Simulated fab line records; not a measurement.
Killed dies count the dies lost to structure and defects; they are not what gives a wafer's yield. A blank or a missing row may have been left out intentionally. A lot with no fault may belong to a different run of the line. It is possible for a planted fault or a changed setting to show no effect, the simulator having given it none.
fab line records | flow n5Finfet
[record] lots = 7 wafers = 20 lastDay = 18
route steps=1938 shown BEOL_M4@1111 BEOL_M5@1135 PASSIVATION@1936
lots that met no fault: taken from a fault-free run of the same line
startH: the number of hours between the record's first day and the start of the first shown wafer of the lot | waitH: hours elapsed since this lot's preceding step | " identical to the entry in the row above | L1.1+2: a single row standing in for several wafers | - no value, or no start given | * or withheld: withheld | < > ~ a bound
route shown NAME@n: NAME is a module with steps in the file, n the number in the route of the first one | usual: mean/standard deviation taken from wafers without a fault | same: alike in all rows | chamber/n: place in a boat | sites: readings site by site | _std_site: the values' standard deviation | _edge_site: mean of outer sites minus mean of inner sites | radiusMm: how far each site lies from the wafer's centre | mask NAME#n: copy n | behind: the most recent tool/chamber to have shaped the wafer | hold: why the lot went on hold/how many hours it stayed there/how the hold came to an end | device: the transistor (n, p or np) that didn't switch | end of line: the tests these same wafers got at the end of their route | a step without rows: its recipe alone | killed: not the wafer's yield, but the dies lost to structure and defects at the first sort | map: shows each die of a wafer: x if killed, . if not, _ if none is there
set.NAME: the setting the step ran with; set.NAME@STEP: the setting that earlier step ran with | model.NAME: the simulator's own value behind a step, which no gauge read
route steps across a sampled set of lots; one table per step, one row per wafer
services: when a tool's chamber went out of use (startH, in hours from the record's first day, below 0 if earlier), for how many hours, and the reason
[[steps]]
[step N5_BEOL_M4_RC_MEAS_101]
[usual] DIBL_N = 35.6/1.7 DIBL_P = 35.0/2 IOFF_N = 0.148/0.027 IOFF_P = 0.19/0.032 ION_N = 671/14 ION_P = 460/9.1 SS_N = 71.3/0.62 SS_P = 73.0/0.64 VT_N = 251/3.2 VT_P = -251.5/2.9
// columns lot.wafer tool chamber startH waitH DIBL_N[mV/V] DIBL_P[mV/V] IOFF_N[nA/um] IOFF_P[nA/um] ION_N[uA/um] ION_P[uA/um] SS_N[mV/dec] SS_P[mV/dec] VT_N[mV] VT_P[mV]
L660.2 prober-01 0 249.09 0.6 34.4 36.7 0.149 0.25 679 471 71.1 74.1 249 -246.7
L660.5 " 0 " " 31.1 31.3 0.094 0.16 650 460 71.0 71.8 257 -249.5
L660.6 " 0 " " 35.0 36.3 0.163 0.24 687 472 71.4 73.4 248 -247.2
L661.2 prober-01 0 250.02 1.1 32.3 31.8 0.102 0.15 661 450 70.7 71.9 256 -255.6
L661.3 " 0 " " 33.3 32.9 0.117 0.17 657 453 70.4 72.2 254 -253.1
L661.5 " 0 " " 33.1 32.8 0.116 0.17 666 459 70.5 73.0 254 -251.8
L662.2 prober-02 0 253.14 0.2 36.1 36.8 0.198 0.24 690 472 71.4 74.1 244 -246.3
L662.3 " 0 " " 34.2 34.5 0.147 0.21 670 464 71.4 73.5 250 -245.1
L662.6 " 0 " " 33.9 33.6 0.139 0.19 672 457 71.4 72.5 249 -250.3
L663.3 prober-01 0 275.81 0.3 34.1 32.5 0.126 0.17 673 468 70.2 72.2 252 -252.6
L663.4 " 0 " " 36.7 35.3 0.179 0.22 701 476 70.7 73.4 244 -248.5
L663.5 " 0 " " 35.3 33.7 0.135 0.19 669 463 70.7 72.8 251 -252.8
L664.2 prober-02 0 277.07 0.2 38.8 36.7 0.158 0.19 668 450 70.9 74.1 253 -254.5
L664.3 " 0 " " 38.5 36.0 0.165 0.19 660 447 72.1 73.2 252 -252.7
L669.2 prober-01 0 300.09 0.2 36.7 34.2 0.147 0.18 655 454 71.5 72.7 252 -250.2
L669.3 " 0 " " 35.0 33.5 0.138 0.17 693 474 70.8 72.3 250 -252.8
L669.6 " 0 " " 35.3 34.1 0.133 0.18 682 476 70.5 72.9 252 -251.4
L673.2 prober-02 0 321.94 0.2 37.7 37.6 0.200 0.22 701 468 71.8 74.1 246 -253.1
L673.3 " 0 " " 35.9 35.5 0.155 0.19 679 458 71.2 73.3 249 -251.3
L673.6 " 0 " " 36.3 36.0 0.166 0.20 681 456 71.3 73.6 245 -250.3
[step N5_BEOL_M5_STRIP_64]
[recipe] chemistry = CF4 resist = SiARC powerW = 300 biasPowerW = 75 pressureMtorr = 50 cf4FlowSccm = 150 rfFrequencyHz = 6e+07
[usual] drypumpMotorCurrentA = 5.6/0.31 oesProductAu = 0.78/0.098 rfVppV = 271.0/1.5 showerheadPlenumPTorr = 1.79/0.055 throttleValvePct = 13.58/0.28
// columns lot.wafer tool chamber startH waitH drypumpMotorCurrentA oesProductAu rfHoursCounterH rfVppV showerheadPlenumPTorr throttleValvePct
L660.2 rieDiel-04 3 251.83 0.0 5.5 0.69 238 268.7 1.70 14.03
L660.5 " 2 " " 5.7 0.92 - 270.7 1.76 13.13
L660.6 " 3 " " 5.5 0.69 - 269.3 1.70 14.04
L661.2 rieDiel-02 1 253.91 0.0 5.8 0.95 0 272.3 1.83 13.07
L661.3 " 3 " " 5.5 0.90 13 270.2 1.75 13.48
L661.5 " 0 " " 5.3 0.71 - 269.6 1.73 13.84
L662.2 rieDiel-04 1 258.97 0.0 5.9 0.71 191 272.5 1.86 13.62
L662.3 " 2 " " 5.8 0.91 9 269.7 1.76 13.17
L662.6 " 0 " " 5.7 0.71 - 271.9 1.77 13.94
L663.3 rieDiel-02 2 279.97 0.0 5.7 0.90 15 272.4 1.83 13.15
L663.4 " 3 " " 5.5 0.89 15 269.1 1.75 13.45
L663.5 " 3 " " 5.5 0.89 - 271.1 1.75 13.48
L664.2 rieDiel-02 1 280.20 0.0 5.8 0.91 8 272.7 1.82 13.08
L664.3 " 3 " " 5.5 0.89 15 270.1 1.75 13.47
L669.2 rieDiel-05 3 304.89 0.0 6.3 0.88 33 272.2 1.90 13.53
L669.3 " 0 " " 5.3 0.70 203 270.8 1.77 13.66
L669.6 " 3 " " 6.3 0.87 - 274.4 1.90 13.52
L673.2 rieDiel-05 1 326.47 0.0 5.1 0.80 77 271.2 1.83 13.49
L673.3 " 3 " " 6.3 0.86 40 274.1 1.89 13.56
L673.6 " 0 " " 5.3 0.70 - 271.1 1.77 13.67
[step N5_BEOL_M5_STRIP_19]
[recipe] chemistry = O2 powerW = 400 tempC = 40 pressureMtorr = 30 rfFrequencyHz = 6e+07 biasPowerW = 0 overashFraction = 0.2 o2FlowSccm = 225
[usual] drypumpMotorCurrentA = 5.62/0.3 o2FlowSccm = 225.1/0.64 oesProductAu = 0.79/0.11 rfVppV = 3.6/0.51 showerheadPlenumPTorr = 2.08/0.067 tempC = 39.98/0.13 throttleValvePct = 16.63/0.26
// columns lot.wafer tool chamber startH waitH drypumpMotorCurrentA o2FlowSccm oesProductAu rfHoursCounterH rfVppV showerheadPlenumPTorr tempC throttleValvePct
L660.2 rieDiel-05 3 251.98 0.1 6.31 224.9 0.91 18 4.1 2.22 39.77 16.61
L660.5 " 1 " " 5.14 225.7 0.83 - 2.8 2.13 39.95 16.49
L660.6 " 0 " " 5.34 225.1 0.71 - 2.5 2.06 39.94 16.57
L661.2 rieDiel-02 1 254.07 0.1 5.86 225.5 0.98 0 3.9 2.16 39.95 16.30
L661.3 " 3 " " 5.52 225.6 0.93 13 3.9 2.04 39.91 16.58
L661.5 " 3 " " 5.49 226.2 0.91 - 3.7 2.04 39.79 16.60
L662.2 rieDiel-05 2 259.13 0.1 5.84 224.8 0.72 174 3.4 2.08 40.19 16.51
L662.3 " 3 " " 6.35 224.4 0.92 19 3.4 2.22 40.08 16.61
L662.6 " 0 " " 5.33 226.4 0.71 - 2.6 2.06 39.70 16.57
L663.3 rieDiel-04 3 280.14 0.1 5.52 225.8 0.69 244 3.8 1.98 39.90 17.10
L663.4 " 1 " " 5.92 225.1 0.72 197 3.6 2.15 40.06 16.56
L663.5 " 0 " " 5.69 225.3 0.71 - 3.5 2.08 40.13 17.11
L664.2 rieDiel-05 3 280.41 0.1 6.29 225.2 0.90 25 4.4 2.22 40.06 16.61
L664.3 " 0 " " 5.32 225.2 0.70 195 4.3 2.06 39.94 16.59
L669.2 rieDiel-04 1 305.13 0.2 5.92 224.7 0.71 205 3.2 2.14 39.82 16.57
L669.3 " 0 " " 5.67 224.8 0.70 219 3.2 2.07 40.09 17.11
L669.6 " 0 " " 5.69 224.2 0.70 - 4.0 2.07 39.92 17.11
L673.2 rieDiel-04 2 326.66 0.1 5.79 225.2 0.88 31 3.7 2.04 39.95 16.27
L673.3 " 3 " " 5.51 224.9 0.99 1 4.8 2.25 40.28 16.70
L673.6 " 1 " " 5.94 224.1 0.71 - 3.8 2.14 39.88 16.59
[step N5_BEOL_M5_ETCH_67]
[recipe] chemistry = CF4 target = SiARC targetDepthA = 156 maskMaterial = CAR-EUV timeS = 26 ionEnergyEv = 80 pressureMtorr = 40 sourceW = 545 biasW = 36 Ar_flow_sccm = 100 cf4FlowSccm = 100 ends = cleared
[usual] drypumpMotorCurrentA = 5.66/0.29 etchRfOnTimeS = 26.4/0.73 oesProductAu = 0.66/0.089 rfVppV = 184.0/1.2 showerheadPlenumPTorr = 2.14/0.068 throttleValvePct = 15.62/0.25
// columns lot.wafer tool chamber startH waitH drypumpMotorCurrentA etchRfOnTimeS oesProductAu rfHoursCounterH rfVppV showerheadPlenumPTorr throttleValvePct
L660.2 rieDiel-05 1 252.73 0.0 5.11 25.8 0.72 56 185.3 2.18 15.47
L660.5 " 1 " " 5.13 25.6 0.72 - 184.1 2.18 15.45
L660.6 " 0 " " 5.31 26.7 0.61 - 183.6 2.12 15.62
L661.2 rieDiel-04 0 257.94 0.0 5.67 27.4 0.59 205 184.1 2.12 16.01
L661.3 " 1 " " 5.93 26.3 0.60 191 185.0 2.22 15.62
L661.5 " 1 " " 5.94 26.5 0.61 - 184.1 2.22 15.62
L662.2 rieDiel-04 0 260.29 0.0 5.69 28.1 0.58 206 183.5 2.12 15.98
L662.3 " 3 " " 5.49 26.1 0.58 239 182.3 2.02 15.99
L662.6 " 1 " " 5.96 26.7 0.60 - 184.1 2.22 15.61
L663.3 rieDiel-04 1 282.13 0.0 5.94 26.4 0.60 197 186.0 2.22 15.63
L663.4 " 3 " " 5.50 25.7 0.59 245 182.5 2.02 16.02
L663.5 " 3 " " 5.49 26.0 0.59 - 182.0 2.02 16.01
L664.2 rieDiel-05 2 282.21 0.0 5.85 26.0 0.61 180 183.5 2.12 15.47
L664.3 " 1 " " 5.11 25.8 0.70 63 183.9 2.18 15.48
L669.2 rieDiel-05 0 309.32 0.0 5.33 26.6 0.60 204 185.1 2.12 15.64
L669.3 " 3 " " 6.32 26.2 0.75 35 185.7 2.26 15.61
L669.6 " 3 " " 6.31 26.2 0.75 - 184.9 2.26 15.61
L673.2 rieDiel-02 3 328.03 0.0 5.45 25.6 0.74 35 184.3 2.09 15.59
L673.3 " 2 " " 5.64 25.9 0.75 34 184.6 2.18 15.25
L673.6 " 1 " " 5.81 27.0 0.75 - 185.2 2.18 15.20
[step N5_BEOL_M5_TRENCH_ETCH_37]
[recipe] chemistry = C4F6/O2 targetDepthA = 716.52 target = SiCOH_lowk timeS = 24.7 ionEnergyEv = 250 pressureMtorr = 30 sourceW = 345 biasW = 185 Ar_flow_sccm = 300 C4F6_flow_sccm = 10 O2_flow_sccm = 10
[usual] drypumpMotorCurrentA = 5.66/0.29 oes_ar_750_au = 0.78/0.1 oes_o_777_au = 0.77/0.097 oesProductAu = 0.78/0.1 rfVppV = 670/7.3 runLengthS = 48.1/0.58 showerheadPlenumPTorr = 2.84/0.094 throttleValvePct = 20.91/0.21
// columns lot.wafer tool chamber startH waitH drypumpMotorCurrentA oes_ar_750_au oes_o_777_au oesProductAu rfHoursCounterH rfVppV runLengthS showerheadPlenumPTorr throttleValvePct
L660.2 rieDiel-05 1 252.94 - 5.09 0.84 0.83 0.84 56 666 47.3 2.89 20.72
L660.5 " 1 " " 5.06 0.83 0.84 0.84 - 664 47.0 2.89 20.72
L660.6 " 0 " " 5.34 0.71 0.69 0.72 - 676 48.0 2.83 20.86
L661.2 rieDiel-04 0 258.15 - 5.70 0.70 0.68 0.70 205 677 48.4 2.82 21.33
L661.3 " 1 " " 5.92 0.71 0.69 0.71 191 674 48.3 2.95 20.89
L661.5 " 1 " " 5.93 0.70 0.68 0.71 - 672 48.8 2.95 20.88
L662.2 rieDiel-04 0 260.50 - 5.67 0.69 0.69 0.69 206 678 47.6 2.82 21.33
L662.3 " 3 " " 5.48 0.69 0.70 0.70 239 673 48.6 2.68 21.17
L662.6 " 1 " " 5.95 0.70 0.68 0.70 - 673 48.3 2.95 20.88
L663.3 rieDiel-04 1 282.35 - 5.91 0.70 0.68 0.69 197 674 48.9 2.94 20.88
L663.4 " 3 " " 5.51 0.69 0.70 0.68 245 673 48.4 2.68 21.17
L663.5 " 3 " " 5.51 0.69 0.70 0.68 - 674 49.1 2.68 21.17
L664.2 rieDiel-05 2 282.43 - 5.87 0.73 0.73 0.72 180 654 47.4 2.83 20.75
L664.3 " 1 " " 5.15 0.83 0.83 0.83 63 664 47.0 2.88 20.72
L669.2 rieDiel-05 0 309.54 - 5.32 0.71 0.69 0.70 205 675 29.1 2.82 20.89
L669.3 " 3 " " 6.32 0.87 0.85 0.88 35 684 49.5 3.01 20.96
L669.6 " 3 " " 6.25 0.88 0.85 0.88 - 683 48.9 3.01 20.96
L673.2 rieDiel-02 3 328.24 - 5.46 0.86 0.84 0.87 35 667 47.6 2.77 21.00
L673.3 " 2 " " 5.72 0.89 0.88 0.88 34 671 48.3 2.91 20.65
L673.6 " 1 " " 5.84 0.88 0.88 0.88 - 667 47.2 2.92 20.59
[step N5_BEOL_M5_OCD_MEAS_38]
[usual] trenchDepthNm = 70.9/1.4
// columns lot.wafer tool chamber startH waitH trenchDepthNm
L660.2 ocd-02 - 253.10 - 71.8
L660.5 " - " " 72.3
L660.6 " - " " 70.8
L661.2 ocd-01 - 258.30 - 69.4
L661.3 " - " " 71.2
L661.5 " - " " 70.8
L662.2 ocd-01 - 260.66 - 68.4
L662.3 " - " " 71.0
L662.6 " - " " 70.4
L663.3 ocd-01 - 282.50 - 70.0
L663.4 " - " " 70.4
L663.5 " - " " 71.2
L664.2 ocd-02 - 282.58 - 71.0
L664.3 " - " " 72.7
L669.2 ocd-01 - 309.69 - 17.2
L669.3 " - " " 71.6
L669.6 " - " " 70.9
L673.2 ocd-02 - 328.40 - 72.2
L673.3 " - " " 72.2
L673.6 " - " " 70.2
[step N5_BEOL_M5_THK_MEAS_53]
[recipe] thkMeasGauge = xrf reads = Cu_of_BEOL_M5_ECD_50
[usual] M5_THK = 60.4/1.8
// columns lot.wafer tool chamber startH waitH M5_THK[nm]
L660.2 filmMetro-02 - 262.58 - 61.8
L660.5 " - " " 62.6
L660.6 " - " " 60.9
L661.2 filmMetro-01 - 265.26 - 59.2
L661.3 " - " " 61.1
L661.5 " - " " 60.5
L662.2 filmMetro-01 - 267.15 - 58.7
L662.3 " - " " 60.1
L662.6 " - " " 60.4
L663.3 filmMetro-02 - 289.47 - 58.1
L663.4 " - " " 58.6
L663.5 " - " " 58.1
L664.2 filmMetro-01 - 289.98 - 59.4
L664.3 " - " " 61.2
L669.2 filmMetro-02 - 316.47 - 6.5
L669.3 " - " " 61.2
L669.6 " - " " 61.5
L673.2 filmMetro-02 - 335.54 - 61.4
L673.3 " - " " 60.8
L673.6 " - " " 59.1
[step N5_BEOL_M5_RS_MEAS_57]
[recipe] thkMeasGauge = four-point-probe reads = Co_of_BEOL_M5_CO_CAP_78+Cu_of_BEOL_M5_ECD_50+Co_of_BEOL_M5_CVD_47+TaN_of_BEOL_M5_ALD_86
[usual] M5_RS = 0.395/0.013
// columns lot.wafer tool chamber startH waitH M5_RS[ohm/sq]
L660.2 filmMetro-01 - 262.85 0.1 0.385
L660.5 " - " " 0.378
L660.6 " - " " 0.392
L661.2 filmMetro-01 - 265.52 0.1 0.406
L661.3 " - " " 0.391
L661.5 " - " " 0.396
L662.2 filmMetro-01 - 267.41 0.1 0.403
L662.3 " - " " 0.394
L662.6 " - " " 0.390
L663.3 filmMetro-01 - 289.73 0.1 0.416
L663.4 " - " " 0.410
L663.5 " - " " 0.413
L664.2 filmMetro-01 - 290.24 0.1 0.395
L664.3 " - " " 0.383
L669.2 filmMetro-02 - 316.73 0.1 8.414
L669.3 " - " " 0.388
L669.6 " - " " 0.388
L673.2 filmMetro-01 - 335.80 0.1 0.386
L673.3 " - " " 0.392
L673.6 " - " " 0.406
[step N5_PASSIVATION_PROBE_49]
[usual] defectLimitedYield = 91.2/1.6 killed_at_M0_to_M3 = 35/11 killed_at_M4_up = 14/5.4 killedAtContacts = 13/6 killedAtFrontEnd = 38/11 killedAtOther = 3.4/2.6 killedDies = 104/19 killedOnRim = 13/3.9 killedOpen = 68/13 killedShort = 34/8.5 sort_bin_5_function = 5.1/1 sort_bin_6_memory = 3.3/0.72 sort_bin_8_speed = 0.1/0.9 sortNPass = 1075/22 sortYieldPct = 91.1/1.9
[same] grossDies = 1180 killedAtBackSide = 0 sort_bin_4_leakage[%] = 0
// columns lot.wafer tool chamber startH waitH defectLimitedYield[%] killed_at_M0_to_M3 killed_at_M4_up killedAtContacts killedAtFrontEnd killedAtOther killedDies killedOnRim killedOpen killedShort sort_bin_5_function[%] sort_bin_6_memory[%] sort_bin_8_speed[%] sortNPass sortYieldPct[%]
L661.2 prober-01 - 367.17 0.1 91.4 36 15 12 37 2 102 11 61 41 5.7 2.5 0 1078 91.4
L661.3 prober-01 - 367.22 0.1 89.7 55 14 12 32 8 121 17 82 39 6.1 3.8 0 1059 89.7
L661.5 prober-01 - 367.32 0.2 91.4 37 9 16 39 1 102 9 67 35 4.5 3.9 0 1078 91.4
L669.2 prober-01 - 414.94 0.1 0 34 1071 10 61 4 1180 152 88 39 95.8 3.4 0 0 0
L669.3 prober-01 - 414.99 0.1 89.2 43 17 13 53 1 127 19 81 46 5.9 4.3 0 1053 89.2
L669.6 prober-01 - 415.14 0.3 90.3 34 22 12 42 5 115 13 80 35 5.8 3.3 0 1065 90.3
// killed by level:class
L661.2 FIN_SAQP:geometricParticle:open=9 BEOL_M0_SAQP:geometricParticle:short=9 GATE_CUT:geometricParticle:short=8 MOL_CONTACT_COAG:geometricParticle:open=7 STI_FIN_REVEAL:geometricParticle:open=6 BEOL_M1:geometricParticle:open=6 BEOL_M2:geometricParticle:open=6 BEOL_M3:geometricParticle:open=6
L661.3 BEOL_M0_SAQP:geometricParticle:short=13 BEOL_M0_SAQP:geometricParticle:open=12 BEOL_M3:geometricParticle:open=12 MOL_CONTACT_COAG:geometricParticle:open=11 STI_FIN_REVEAL:geometricParticle:open=8 BEOL_M2:geometricParticle:open=7 BEOL_M1:geometricParticle:open=5 STI_FIN_REVEAL:geometricParticle:short=4
L661.5 MOL_CONTACT_COAG:geometricParticle:open=11 FIN_SAQP:geometricParticle:open=10 BEOL_M2:geometricParticle:open=10 FIN_SAQP:geometricParticle:short=7 BEOL_M3:geometricParticle:open=7 MOL_CONTACT_COAG:geometricParticle:short=5 BEOL_M0_SAQP:geometricParticle:open=5 BEOL_M0_SAQP:geometricParticle:short=5
L669.2 BEOL_M5:areaEtch=1046 FIN_SAQP:geometricParticle:open=16 FIN_SAQP:geometricParticle:short=12 MOL_CONTACT_COAG:geometricParticle:open=10 BEOL_M0_SAQP:geometricParticle:open=10 BEOL_M0_SAQP:geometricParticle:short=9 BEOL_M4:geometricParticle:open=9 STI_FIN_REVEAL:geometricParticle:open=7
L669.3 BEOL_M0_SAQP:geometricParticle:open=19 STI_FIN_REVEAL:geometricParticle:open=14 FIN_SAQP:geometricParticle:short=12 BEOL_M0_SAQP:geometricParticle:short=12 MOL_CONTACT_COAG:geometricParticle:open=10 BEOL_M4:geometricParticle:open=8 FIN_SAQP:geometricParticle:open=7 DUMMY_GATE:geometricParticle:open=5
L669.6 MOL_CONTACT_COAG:geometricParticle:open=12 BEOL_M4:geometricParticle:open=11 FIN_SAQP:geometricParticle:short=10 FIN_SAQP:geometricParticle:open=7 STI_FIN_REVEAL:geometricParticle:open=7 BEOL_M0_SAQP:geometricParticle:open=7 BEOL_M0_SAQP:geometricParticle:short=6 BEOL_M1:geometricParticle:open=6
[[services]]
// columns tool chamber startH hours kind
rieDiel-02 1 228.55 - clean
rieDiel-02 1 228.55 - consumableReplace:focusRing
rieDiel-02 1 228.55 24.3 scheduledDown
rieDiel-02 1 228.55 24.3 ventCycle
rieDiel-04 2 240.24 10.5 repair
rieDiel-02 - 257.01 2.8 pm
rieDiel-02 3 261.30 17.6 repair
rieDiel-04 3 301.26 - clean
rieDiel-04 3 301.26 - consumableReplace:focusRing
rieDiel-04 3 301.26 - consumableReplace:showerhead
rieDiel-04 3 301.26 23.8 scheduledDown
rieDiel-04 3 301.26 23.8 ventCycle
rieDiel-02 1 307.24 11.4 repair
[[key]]
[firstSign] step = N5_BEOL_M5_TRENCH_ETCH_37 reading = runLengthS direction = down sigmas = 33 usual = * struck = *
[effect] step = N5_BEOL_M5_OCD_MEAS_38 reading = trenchDepthNm direction = down sigmas = 38 usual = 70.9 struck = 17.2
[effect] step = N5_BEOL_M5_THK_MEAS_53 reading = M5_THK direction = down sigmas = 31 usual = 60.4 struck = 6.5
[effect] step = N5_BEOL_M5_RS_MEAS_57 reading = M5_RS direction = up sigmas = 99+ usual = 0.395 struck = 8.414
[effect] step = N5_PASSIVATION_PROBE_49 reading = killed_at_M4_up direction = up sigmas = 99+ usual = 14 struck = 1071
[moreKillsBornAt] N5_BEOL_M5_ETCH_41@rieDiel-05 = 1046
metAt N5_BEOL_M5_TRENCH_ETCH_37
struckLots L669
struckWafers L669.2
laterRowsLeftOut L669.2
notActingAt N5_BEOL_M5_STRIP_64,N5_BEOL_M5_STRIP_19,N5_BEOL_M5_ETCH_67
onsetBetween 282.43 309.54
[fault] kind = processParameterDrift tool = rieDiel-05 chamber = - onsetH = 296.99 steps = N5_BEOL_M5_TRENCH_ETCH_37 channel = timeS offset = * shape = step endH = 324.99 scope = struckWafersOnly actsIn = * stated = *
// laterRowsLeftOut: the simulator's readings of these wafers behind a module that went badly wrong aren't trusted and aren't shown, but for the sort
